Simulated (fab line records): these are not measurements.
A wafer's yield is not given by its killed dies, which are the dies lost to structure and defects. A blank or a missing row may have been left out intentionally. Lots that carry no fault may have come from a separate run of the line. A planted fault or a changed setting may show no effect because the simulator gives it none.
Chamber matching	flow n5Finfet	rieDiel-03 running N5_BEOL_M11_VIA_ETCH_34: 4 sister chambers
The step etches SiCOH lowk in C4F6/O2, target depth 184.5 nm, time 69.2 s. 8 wafers are shown with their chamber, then 8 later ones without.

== WAFERS, EACH WITH ITS CHAMBER ==
wafer	chamber	drypumpMotorCurrentA (A)	showerheadPlenumPTorr (Torr)
L075.4	1	5.9	2.89
L076.4	3	4.8	2.76
L084.2	3	4.7	2.76
L084.3	1	5.9	2.88
L081.1	2	5.4	2.97
L081.3	0	5.2	3.03
L081.5	2	5.4	2.97
L088.2	0	5.2	3.03

== WAFERS WHOSE CHAMBER IS MISSING ==
wafer	drypumpMotorCurrentA (A)	showerheadPlenumPTorr (Torr)
L088.3	5.9	2.88
L088.5	4.7	2.75
L092.2	5.4	2.97
L092.3	6.0	2.87
L092.5	4.8	2.75
L096.3	5.9	2.87
L096.4	5.4	2.96
L096.5	4.7	2.75

== EACH ONE'S CHAMBER ==
wafer	from the rows above	in truth
L088.3	1	1
L088.5	3	3
L092.2	2	2
L092.3	1	1
L092.5	3	3
L096.3	1	1
L096.4	2	2
L096.5	3	3
Placed correctly: 8 of 8. Can't be placed from these rows: 0. Placed wrongly: 0.
How it was worked out, from the rows above alone: a wafer's distance from a chamber is the root of the sum, over the readings, of the square of ((its reading less the chamber's mean) divided by the reading's scatter). If the next closest chamber is less than 2 further off than the closest, the wafer can't be placed; otherwise it belongs to the closest. A chamber's mean is the mean of its shown wafers. How the scatter is found: for the shown wafers, subtract from each reading the mean of its chamber, square and add these, divide the total by (wafers less chambers), then take the root.
